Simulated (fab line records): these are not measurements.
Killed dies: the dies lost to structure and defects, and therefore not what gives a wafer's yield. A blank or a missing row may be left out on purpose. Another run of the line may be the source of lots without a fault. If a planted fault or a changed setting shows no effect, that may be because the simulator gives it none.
fab line records | flow n5_finfet
[record] lots = 7 wafers = 21
route steps=1938 shown ZERO_LAYER@4 WELL_APT@40 FIN_SAQP@104 FIN_CUT@176 SD_EPI_N@288
start_h: start of the lot's first displayed wafer, in hours after the record's first day | wait_h: how many hours have passed since the lot's step before this one | " unchanged from the row above | L1.1+2: one row covering several wafers at once | - no value present, or no start provided | * or withheld: withheld | < > ~ a bound
route shown NAME@n: names a module that has steps shown in the file, with the first one's number in the route | usual: mean/standard deviation taken from wafers without a fault | same: alike in all rows | chamber/n: place in a boat | sites: per-site readings | _std_site: their standard deviation | _edge_site: mean of outer sites minus mean of inner sites | radius_mm: for every site, how far away it sits from the centre of the wafer | mask NAME#n: copy n | behind: tool/chamber where the wafer was last shaped | hold: why the lot was held/for how many hours/how that ended | device: which transistor (n, p or np) failed to switch | end of line: the route-end tests of the same wafers | a step without rows: its recipe alone | killed: dies lost to structure and defects at the first sort, not the wafer's yield | map: a wafer's dies, x killed, . not, _ none there
set.NAME: setting as actually run; set.NAME@STEP: the setting as run at that earlier step | model.NAME: the simulator's own value behind a step, which no gauge read
one table per step and one row per wafer, for lots whose settings were changed on purpose
[[steps]]
[step N5_ZERO_LAYER_PECVD_02]
[recipe] material = SiO2 target_thk_a = 100 temp_c = 400 precursor = SiH4/N2O pressure_torr = 0.75 rf_w = 275 time_s = 6
// columns lot.wafer tool chamber start_h wait_h set.time_s model.SiO2_of_ZERO_LAYER_PECVD_02.thk_nm
L074.2 pecvd-04 2 12.28 0.0 6 9.959
L074.3 " 1 " " 6 9.9
L074.5 " 1 " " 6 10.06
L076.1 pecvd-02 0 24.31 0.0 5.491 9.062
L076.4 " 0 " " 5.491 9.388
L076.6 " 1 " " 6 10.29
L077.1 pecvd-01 1 30.28 0.0 6 9.898
L077.4 " 0 " " 6 10.21
L077.6 " 2 " " 6 10.35
L081.3 pecvd-02 1 54.28 0.0 6.411 10.71
L081.4 " 0 " " 6.411 11
L081.5 " 2 " " 6 10.13
L092.1 pecvd-01 1 120.28 0.0 6.82 11.18
L092.4 " 2 " " 6 10.22
L092.6 " 1 " " 6.82 11.28
L094.2 pecvd-02 2 132.28 0.0 5.207 8.641
L094.5 " 0 " " 6 10.07
L094.6 " 2 " " 6 10.16
L097.1 pecvd-04 1 150.30 0.0 6 9.572
L097.3 " 1 " " 6 9.989
L097.5 " 1 " " 6 10
[step N5_ZERO_LAYER_EXPOSE_08]
[recipe] mask_id = ZERO na = 0.55 source_shape = conventional sigma_outer = 0.8 polarization = unpolarized defocus_nm = 0 target_cd_nm = 2000 dose_mj = 16.2
// columns lot.wafer tool chamber start_h wait_h mask set.dose_mj
L074.2+5 krf_scanner-01 0 12.47 - ZERO#0 15.89
L074.3 " 0 " " ZERO#0 16.2
L076.1+6 krf_scanner-02 0 24.64 - ZERO#0 16.2
L076.4 " 0 " " ZERO#0 17.29
L077.1+4+6 krf_scanner-02 0 30.46 - ZERO#0 16.2
L081.3+4 krf_scanner-02 0 54.48 - ZERO#0 16.2
L081.5 " 0 " " ZERO#0 15.58
L092.1+4+6 krf_scanner-02 0 120.47 - ZERO#0 16.2
L094.2+5 krf_scanner-01 0 132.47 - ZERO#0 16.2
L094.6 " 0 " " ZERO#0 17.29
L097.1+3+5 krf_scanner-01 0 150.51 - ZERO#0 16.2
[step N5_ZERO_LAYER_PEB_09]
[recipe] peb_temp_c = withheld peb_time_s = *
[step N5_ZERO_LAYER_DEVELOP_10]
[recipe] develop_time_s = 60 rinse_liquid = diw dry = air_spin dev_temp_c = 21
[step N5_ZERO_LAYER_HARDBAKE_23]
[recipe] temp_c = 130 time_s = 120
[step N5_ZERO_LAYER_CD_MEAS_11]
[recipe] target_cd_nm = 2000 landing_energy_ev = 500 detector = se_inlens
[usual] cd_nm = 2000.4/1.6
// columns lot.wafer tool chamber start_h wait_h set.dose_mj@ZERO_LAYER_EXPOSE_08 cd_nm
L074.2 cd_sem-03 0 12.64 - 15.89 1995.5
L074.3 " 0 " " 16.2 1999.6
L074.5 " 0 " " 15.89 1994.3
L076.1 cd_sem-01 0 24.82 - 16.2 2000.9
L076.4 " 0 " " 17.29 2013.6
L076.6 " 0 " " 16.2 1998.7
L077.1 cd_sem-03 0 30.64 - 16.2 2000.3
L077.4 " 0 " " 16.2 2003.8
L077.6 " 0 " " 16.2 2000.8
L081.3 cd_sem-03 0 54.65 - 16.2 1999.4
L081.4 " 0 " " 16.2 2000.4
L081.5 " 0 " " 15.58 1992.4
L092.1 cd_sem-02 0 120.64 - 16.2 2001.4
L092.4 " 0 " " 16.2 2001.0
L092.6 " 0 " " 16.2 1999.9
L094.2 cd_sem-03 0 132.64 - 16.2 1998.9
L094.5 " 0 " " 16.2 1999.9
L094.6 " 0 " " 17.29 2012.6
L097.1 cd_sem-03 0 150.68 - 16.2 1998.9
L097.3 " 0 " " 16.2 1998.0
L097.5 " 0 " " 16.2 1998.5
[step N5_ZERO_LAYER_DESCUM_16]
[recipe] chemistry = O2 time_s = 7.9 source_power_w = 50 bias_power_w = 20 pressure_mtorr = 20 rf_frequency_hz = 2.712e+07 temp_c = 40 o2_flow_sccm = 225
// columns lot.wafer tool chamber start_h wait_h set.dose_mj@ZERO_LAYER_EXPOSE_08 model.ZERO_LAYER.cd_nm
L074.2 rie_diel-04 0 12.72 0.1 15.89 1996
L074.3 " 1 " " 16.2 2000
L074.5 " 2 " " 15.89 1995
L076.1 rie_diel-01 0 24.85 0.0 16.2 2001
L076.4 " 2 " " 17.29 2013
L076.6 " 0 " " 16.2 1999
L077.1 rie_diel-03 3 30.71 0.1 16.2 2000
L077.4 " 3 " " 16.2 2004
L077.6 " 2 " " 16.2 2001
L081.3+4 rie_diel-03 1,3 54.68 0.0 16.2 2000
L081.5 " 0 " " 15.58 -
L092.1+4 rie_diel-04 0,2 120.72 0.1 16.2 2001
L092.6 " 3 " " 16.2 2000
L094.2 rie_diel-01 1 132.68 0.0 16.2 1999
L094.5 " 3 " " 16.2 2000
L094.6 " 2 " " 17.29 2013
L097.1+5 rie_diel-01 1,3 150.76 0.1 16.2 1999
L097.3 " 0 " " 16.2 1998
[step N5_WELL_APT_PEB_23]
[recipe] peb_temp_c = 130 peb_time_s = 90
// columns lot.wafer tool chamber start_h wait_h set.peb_temp_c
L074.2 litho_track-03 0 14.64 0.0 130
L074.3+5 " 0 " " 132.3
L076.1 litho_track-03 0 27.25 0.1 130
L076.4+6 " 0 " " 126.5
L077.1+4+6 litho_track-02 0 32.62 0.1 130
L081.3+4+5 litho_track-03 0 56.72 0.0 130
L092.1 litho_track-04 0 122.75 0.1 130
L092.4+6 " 0 " " 126.3
L094.2+6 litho_track-02 0 134.74 0.0 128.4
L094.5 " 0 " " 130
L097.1+3+5 litho_track-04 0 152.93 0.1 130
[step N5_WELL_APT_DEVELOP_24]
[recipe] develop_time_s = 45 rinse_liquid = surfactant_rinse dry = air_spin dev_temp_c = 21
// columns lot.wafer tool chamber start_h wait_h set.develop_time_s
L074.2+3+5 litho_track-03 0 - - 45
L076.1+4+6 litho_track-03 0 - - 54.7
L077.1+4+6 litho_track-02 0 - - 45
L081.3+4 litho_track-03 0 - - 45
L081.5 " 0 " " 48.66
L092.1+4+6 litho_track-04 0 - - 45
L094.2+5 litho_track-02 0 - - 35.35
L094.6 " 0 " " 45
L097.1+3+5 litho_track-04 0 - - 45
[step N5_WELL_APT_HARDBAKE_29]
[recipe] temp_c = 130 time_s = 120
[step N5_WELL_APT_CD_MEAS_25]
[recipe] target_cd_nm = 200 landing_energy_ev = 500 detector = se_inlens
[usual] cd_nm = 199.7/1.4
// columns lot.wafer tool chamber start_h wait_h set.peb_temp_c@WELL_APT_PEB_23 cd_nm
L074.2 cd_sem-03 0 14.76 - 130 196.1
L074.3 " 0 " " 132.3 208.2
L074.5 " 0 " " 132.3 211.5
L076.1 cd_sem-03 0 27.37 - 130 200.1
L076.4 " 0 " " 126.5 178.1
L076.6 " 0 " " 126.5 177.9
L077.1 cd_sem-02 0 32.73 - 130 202.0
L077.4 " 0 " " 130 200.6
L077.6 " 0 " " 130 200.0
L081.3 cd_sem-01 0 56.84 - 130 200.8
L081.4 " 0 " " 130 200.2
L081.5 " 0 " " 130 197.9
L092.1 cd_sem-02 0 122.86 - 130 202.0
L092.4 " 0 " " 126.3 176.3
L092.6 " 0 " " 126.3 175.3
L094.2 cd_sem-03 0 134.85 - 128.4 187.5
L094.5 " 0 " " 130 198.3
L094.6 " 0 " " 128.4 187.6
L097.1 cd_sem-03 0 153.04 - 130 198.6
L097.3 " 0 " " 130 199.7
L097.5 " 0 " " 130 199.2
[step N5_WELL_APT_DESCUM_30]
[recipe] chemistry = O2 time_s = 7.9 source_power_w = 50 bias_power_w = 20 pressure_mtorr = 20 rf_frequency_hz = 2.712e+07 temp_c = 40 o2_flow_sccm = 225
// columns lot.wafer tool chamber start_h wait_h set.peb_temp_c@WELL_APT_PEB_23 model.WELL_APT.cd_nm
L074.2 rie_diel-05 1 14.84 0.0 130 196.3
L074.3 " 3 " " 132.3 208.1
L074.5 " 2 " " 132.3 211.1
L076.1 rie_diel-02 1 27.63 0.2 130 200.2
L076.4 " 2 " " 126.5 177.9
L076.6 " 2 " " 126.5 178.1
L077.1 rie_diel-05 3 32.82 0.0 130 202.2
L077.4 " 2 " " 130 200.2
L077.6 " 2 " " 130 200.1
L081.3 rie_diel-05 3 57.50 0.6 130 200.8
L081.4 " 0 " " 130 200
L081.5 " 2 " " 130 198.2
L092.1 rie_diel-06 2 122.95 0.0 130 201.8
L092.4 " 3 " " 126.3 176.2
L092.6 " 0 " " 126.3 175.2
L094.2 rie_diel-05 2 134.94 0.0 128.4 187.6
L094.5 " 1 " " 130 198.5
L094.6 " 2 " " 128.4 187.4
L097.1 rie_diel-02 3 153.13 0.0 130 198.6
L097.3 " 2 " " 130 199.9
L097.5 " 2 " " 130 199.3
[step N5_FIN_SAQP_COAT_50]
[recipe] resist = SiARC temp_c = 220 time_s = 60 spin_rpm = 1500 resist_thk_nm = 35
// columns lot.wafer tool chamber start_h wait_h set.spin_rpm model.SiARC_of_FIN_SAQP_COAT_50.thk_nm
L074.2+5 litho_track-01 0 - - 1500 35.02
L074.3 " 0 " " 1500 35.11
L076.1 litho_track-01 0 - - 1500 35.28
L076.4 " 0 " " 1500 35.19
L076.6 " 0 " " 1652 33.45
L077.1 litho_track-01 0 - - 1500 35.09
L077.4 " 0 " " 1500 35.05
L077.6 " 0 " " 1500 35.07
L081.3 litho_track-03 0 - - 1500 35.12
L081.4 " 0 " " 1607 33.82
L081.5 " 0 " " 1607 33.89
L092.1 litho_track-01 0 - - 1603 33.77
L092.4 " 0 " " 1500 34.85
L092.6 " 0 " " 1603 33.89
L094.2+5 litho_track-03 0 - - 1500 35.15
L094.6 " 0 " " 1500 35.13
L097.1 litho_track-02 0 - - 1500 35.18
L097.3+5 " 0 " " 1500 35.29
[step N5_FIN_SAQP_EXPOSE_13]
[recipe] mask_id = FIN_CORE na = 1.35 source_shape = dipole sigma_inner = 0.538 sigma_outer = 0.738 polarization = te target_cd_nm = 35.6 dose_mj = 63.25
// columns lot.wafer tool chamber start_h wait_h mask set.dose_mj
L074.2 arfi_scanner-03 0 21.18 - FIN_CORE#0 60.79
L074.3+5 " 0 " " FIN_CORE#0 63.25
L076.1 arfi_scanner-03 0 33.90 - FIN_CORE#0 65.21
L076.4+6 " 0 " " FIN_CORE#0 63.25
L077.1+4 arfi_scanner-02 0 39.02 - FIN_CORE#0 60.72
L077.6 " 0 " " FIN_CORE#0 63.25
L081.3 arfi_scanner-02 0 63.57 - FIN_CORE#0 59.48
L081.4+5 " 0 " " FIN_CORE#0 63.25
L092.1+4+6 arfi_scanner-02 0 129.02 - FIN_CORE#0 67.4
L094.2+5+6 arfi_scanner-02 0 141.71 - FIN_CORE#0 63.25
L097.1+3+5 arfi_scanner-02 0 160.75 - FIN_CORE#0 63.25
[step N5_FIN_SAQP_PEB_14]
[recipe] peb_temp_c = withheld peb_time_s = 60 resist = CAR-ArF
[step N5_FIN_SAQP_DEVELOP_15]
[recipe] develop_time_s = 30 developer = TMAH resist = CAR-ArF dev_temp_c = 23 rinse_liquid = diw dry = air_spin
[step N5_FIN_SAQP_CD_MEAS_16]
[recipe] target_cd_nm = 35.6 landing_energy_ev = 500 detector = se_inlens
[usual] cd_nm = 35.58/0.29
// columns lot.wafer tool chamber start_h wait_h set.dose_mj@FIN_SAQP_EXPOSE_13 cd_nm
L074.2 cd_sem-02 0 21.30 - 60.79 36.71
L074.3 " 0 " " 63.25 35.53
L074.5 " 0 " " 63.25 35.90
L076.1 cd_sem-02 0 34.02 - 65.21 35.20
L076.4 " 0 " " 63.25 35.58
L076.6 " 0 " " 63.25 36.20
L077.1 cd_sem-02 0 39.15 - 60.72 36.62
L077.4 " 0 " " 60.72 36.62
L077.6 " 0 " " 63.25 36.16
L081.3 cd_sem-03 0 63.70 - 59.48 37.12
L081.4 " 0 " " 63.25 35.39
L081.5 " 0 " " 63.25 35.31
L092.1 cd_sem-02 0 129.15 - 67.4 33.82
L092.4 " 0 " " 67.4 34.16
L092.6 " 0 " " 67.4 34.17
L094.2 cd_sem-02 0 141.83 - 63.25 36.19
L094.5 " 0 " " 63.25 35.92
L094.6 " 0 " " 63.25 35.78
L097.1 cd_sem-03 0 160.88 - 63.25 35.74
L097.3 " 0 " " 63.25 35.75
L097.5 " 0 " " 63.25 36.24
[step N5_FIN_SAQP_DESCUM_21]
[recipe] chemistry = O2 time_s = 7.9 source_power_w = 50 bias_power_w = 20 pressure_mtorr = 20 rf_frequency_hz = 2.712e+07 temp_c = 40 resist = CAR-ArF o2_flow_sccm = 225
[step N5_FIN_SAQP_ETCH_51]
[recipe] chemistry = CF4 target = SiARC target_depth_a = 455 mask_material = CAR-ArF time_s = 75.8 ion_energy_ev = 80 pressure_mtorr = 40 source_w = 545 bias_w = 36 Ar_flow_sccm = 100 cf4_flow_sccm = 100 ends = cleared
// columns lot.wafer tool chamber start_h wait_h set.spin_rpm@FIN_SAQP_COAT_50 model.etch.depth_nm model.CAR-ArF_of_FIN_SAQP_COAT_10.thk_nm
L074.2 rie_diel-06 2 21.43 0.0 1500 35.02 50.57
L074.3 " 1 " " 1500 35.11 50.11
L074.5 " 3 " " 1500 35.02 50.69
L076.1 rie_diel-05 0 34.16 0.0 1500 35.28 50.34
L076.4 " 3 " " 1500 35.19 50.54
L076.6 " 2 " " 1652 33.45 52.02
L077.1 rie_diel-02 3 39.28 0.0 1500 35.09 51.08
L077.4 " 0 " " 1500 35.05 51.13
L077.6 " 1 " " 1500 35.07 51.19
L081.3 rie_diel-06 1 63.82 0.0 1500 35.12 50.18
L081.4 " 0 " " 1607 33.82 51.57
L081.5 " 2 " " 1607 33.89 51.58
L092.1 rie_diel-05 3 129.59 0.0 1603 33.77 51.94
L092.4 " 1 " " 1500 34.85 50.65
L092.6 " 3 " " 1603 33.89 52
L094.2 rie_diel-06 3 142.19 0.0 1500 35.15 50.42
L094.5 " 3 " " 1500 35.15 50.13
L094.6 " 0 " " 1500 35.13 50.34
L097.1 rie_diel-05 0 161.01 0.0 1500 35.18 50.67
L097.3 " 2 " " 1500 35.29 50.95
L097.5 " 0 " " 1500 35.29 50.79
[step N5_FIN_SAQP_ETCH_52]
[recipe] chemistry = N2/H2 target = SOC target_depth_a = 1000 overetch_a = 200 mask_material = SiARC temp_c = 40 time_s = 150 ion_energy_ev = 200 pressure_mtorr = 30 source_w = 840 bias_w = 150 n2_flow_sccm = 200 h2_flow_sccm = 200 ends = end_point
// columns lot.wafer tool chamber start_h wait_h set.spin_rpm@FIN_SAQP_COAT_50 model.SiARC_of_FIN_SAQP_COAT_50.thk_nm
L074.2 rie_diel-06 2 21.49 0.0 1500 29.27
L074.3 " 1 " " 1500 29.2
L074.5 " 3 " " 1500 29.14
L076.1 rie_diel-05 0 34.21 0.0 1500 29.24
L076.4 " 3 " " 1500 29.31
L076.6 " 2 " " 1652 27.68
L077.1 rie_diel-02 3 39.34 0.0 1500 29.22
L077.4 " 0 " " 1500 29.27
L077.6 " 1 " " 1500 29.14
L081.3 rie_diel-06 1 63.88 0.0 1500 29.27
L081.4+5 " 0,2 " " 1607 28.12
L092.1 rie_diel-05 3 129.64 0.0 1603 27.9
L092.4 " 1 " " 1500 28.98
L092.6 " 3 " " 1603 28.03
L094.2 rie_diel-06 3 142.25 0.0 1500 29.3
L094.5 " 3 " " 1500 29.35
L094.6 " 0 " " 1500 29.41
L097.1 rie_diel-05 0 161.06 0.0 1500 29.19
L097.3 " 2 " " 1500 29.56
L097.5 " 0 " " 1500 29.29
[step N5_FIN_CUT_CUT_ETCH_15]
[recipe] chemistry = HBr/Cl2/O2 target = Si target_depth_a = 1000 bt_time_s = 10 mask_material = SOC time_s = 42.4 ion_energy_ev = * bias_w = * pressure_mtorr = 10 icp_w = 800 HBr_flow_sccm = 150 Cl2_flow_sccm = 80 O2_flow_sccm = 12
// columns lot.wafer tool chamber start_h wait_h set.bias_w model.etch.depth_nm model.FIN_CUT.feature_depth_nm model.SOC_of_FIN_CUT_COAT_18.thk_nm
L074.2 rie_si-03 3 27.36 0.1 * 101.1 101 169.2
L074.3 " 0 " " * 100.7 100.6 170.2
L074.5 " 2 " " * 100.1 100.2 169.4
L076.1 rie_si-06 0 39.94 0.1 * 99.76 99.8 170.8
L076.4 " 2 " " * 105.8 105.8 166.8
L076.6 " 3 " " * 99.83 99.8 170
L077.1 rie_si-03 3 45.82 0.1 * 101.2 101.2 170.2
L077.4 " 0 " " * 100.2 100.2 170.2
L077.6 " 2 " " * 100.3 100.4 170
L081.3 rie_si-03 1 69.30 0.0 * 102.6 102.6 168.8
L081.4 " 2 " " * 102.6 102.6 169.4
L081.5 " 0 " " * 101 101 171.2
L092.1 rie_si-03 0 135.49 0.1 * 102.4 102.4 169.4
L092.4 " 3 " " * 100.9 101 171
L092.6 " 2 " " * 100.2 100.2 170
L094.2 rie_si-06 3 148.58 0.1 * 103.4 103.4 167
L094.5 " 3 " " * 98.9 98.8 171
L094.6 " 0 " " * 102.8 102.8 167.4
L097.1 rie_si-06 1 166.30 0.1 * 101.6 101.6 171
L097.3 " 0 " " * 100.9 100.8 171.4
L097.5 " 0 " " * 100.7 100.6 170.8
[step N5_FIN_CUT_CUT_ETCH_28]
[recipe] chemistry = HBr/Cl2/O2 target = Si target_depth_a = 60 mask_material = SOC time_s = 2.4 ion_energy_ev = * bias_w = * pressure_mtorr = 10 icp_w = 800 HBr_flow_sccm = 150 Cl2_flow_sccm = 80 O2_flow_sccm = 12
// columns lot.wafer tool chamber start_h wait_h set.bias_w@FIN_CUT_CUT_ETCH_15 model.SOC_of_FIN_CUT_COAT_18.thk_nm
L074.2 rie_si-03 3 27.41 0.0 * 167.4
L074.3 " 0 " " * 168.4
L074.5 " 2 " " * 167.8
L076.1 rie_si-06 0 40.00 0.0 * 169
L076.4 " 2 " " * 165.2
L076.6 " 3 " " * 168.2
L077.1+6 rie_si-03 3,2 45.88 0.0 * 168.4
L077.4 " 0 " " * 168.6
L081.3 rie_si-03 1 69.36 0.0 * 167.2
L081.4 " 2 " " * 167.8
L081.5 " 0 " " * 169.4
L092.1 rie_si-03 0 135.55 0.0 * 167.8
L092.4 " 3 " " * 169.2
L092.6 " 2 " " * 168.4
L094.2 rie_si-06 3 148.63 0.0 * 165.4
L094.5 " 3 " " * 169.2
L094.6 " 0 " " * 165.8
L097.1 rie_si-06 1 166.36 0.0 * 169.2
L097.3 " 0 " " * 169.6
L097.5 " 0 " " * 169
[step N5_SD_EPI_N_EPI_21]
[recipe] material = Si:P dopant = P temp_c = 680 pressure_torr = 255 time_s = 690
// columns lot.wafer tool chamber start_h wait_h set.temp_c model.Si-P_of_SD_EPI_N_EPI_21.thk_nm
L074.2 epi_rpcvd-04 0 49.55 0.4 680 59
L074.3 " 0 " " 681.8 60.6
L074.5 " 0 " " 680 59.2
L076.1 epi_rpcvd-02 0 64.11 0.2 680 58.8
L076.4 " 0 65.23 1.2 680 59.2
L076.6 " 0 " " 680 58.6
L077.1 epi_rpcvd-02 0 70.35 0.2 684.5 64
L077.4 " 0 71.47 1.2 680 59
L077.6 " 0 " " 680 58.8
L081.3 epi_rpcvd-02 0 93.11 0.7 680 58.6
L081.4 " 0 " " 680 59.4
L081.5 " 0 " " 683.6 62.6
L092.1 epi_rpcvd-02 0 165.91 0.2 680 59
L092.4 " 0 167.03 1.2 680 59.8
L092.6 " 0 " " 680 59.2
L094.2+5 epi_rpcvd-01 0 173.91 0.4 680 58.8
L094.6 " 0 175.03 1.4 677.9 57.2
L097.1 epi_rpcvd-04 0 189.44 0.2 680 59.4
L097.3 " 0 " " 680 58.8
L097.5 " 0 " " 680 59
[[key]]
[split] step = N5_ZERO_LAYER_PECVD_02 setting = time_s stated = 6 by = wafer
[response] step = N5_ZERO_LAYER_PECVD_02 reading = model.SiO2_of_ZERO_LAYER_PECVD_02.thk_nm change = +0.0984 per = 1% r = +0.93
[split] step = N5_ZERO_LAYER_EXPOSE_08 setting = dose_mj stated = 16.2 by = wafer
[response] step = N5_ZERO_LAYER_CD_MEAS_11 reading = cd_nm change = +2.02 per = 1% r = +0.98
[response] step = N5_ZERO_LAYER_DESCUM_16 reading = model.ZERO_LAYER.cd_nm change = +2.02 per = 1% r = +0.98
[split] step = N5_WELL_APT_PEB_23 setting = peb_temp_c stated = 130 by = wafer
[response] step = N5_WELL_APT_CD_MEAS_25 reading = cd_nm change = +8.59 per = 1% r = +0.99
[response] step = N5_WELL_APT_DESCUM_30 reading = model.WELL_APT.cd_nm change = +8.56 per = 1% r = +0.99
[split] step = N5_WELL_APT_DEVELOP_24 setting = develop_time_s stated = 45 by = wafer
response none clear
[split] step = N5_FIN_SAQP_COAT_50 setting = spin_rpm stated = 1500 by = wafer
[response] step = N5_FIN_SAQP_COAT_50 reading = model.SiARC_of_FIN_SAQP_COAT_50.thk_nm change = -0.17 per = 1% r = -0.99
[response] step = N5_FIN_SAQP_ETCH_51 reading = model.etch.depth_nm change = -0.17 per = 1% r = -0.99
[response] step = N5_FIN_SAQP_ETCH_51 reading = model.CAR-ArF_of_FIN_SAQP_COAT_10.thk_nm change = +0.174 per = 1% r = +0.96
[response] step = N5_FIN_SAQP_ETCH_52 reading = model.SiARC_of_FIN_SAQP_COAT_50.thk_nm change = -0.156 per = 1% r = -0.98
[split] step = N5_FIN_SAQP_EXPOSE_13 setting = dose_mj stated = 63.25 by = wafer
[response] step = N5_FIN_SAQP_CD_MEAS_16 reading = cd_nm change = -0.241 per = 1% r = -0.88
[split] step = N5_FIN_CUT_CUT_ETCH_15 setting = bias_w stated = * by = wafer
[response] step = N5_FIN_CUT_CUT_ETCH_15 reading = model.etch.depth_nm change = +0.265 per = 1% r = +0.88
[response] step = N5_FIN_CUT_CUT_ETCH_15 reading = model.FIN_CUT.feature_depth_nm change = +0.267 per = 1% r = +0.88
[response] step = N5_FIN_CUT_CUT_ETCH_15 reading = model.SOC_of_FIN_CUT_COAT_18.thk_nm change = -0.212 per = 1% r = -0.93
[response] step = N5_FIN_CUT_CUT_ETCH_28 reading = model.SOC_of_FIN_CUT_COAT_18.thk_nm change = -0.198 per = 1% r = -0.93
[split] step = N5_SD_EPI_N_EPI_21 setting = temp_c stated = 680 by = wafer
[response] step = N5_SD_EPI_N_EPI_21 reading = model.Si-P_of_SD_EPI_N_EPI_21.thk_nm change = +6.98 per = 1% r = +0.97
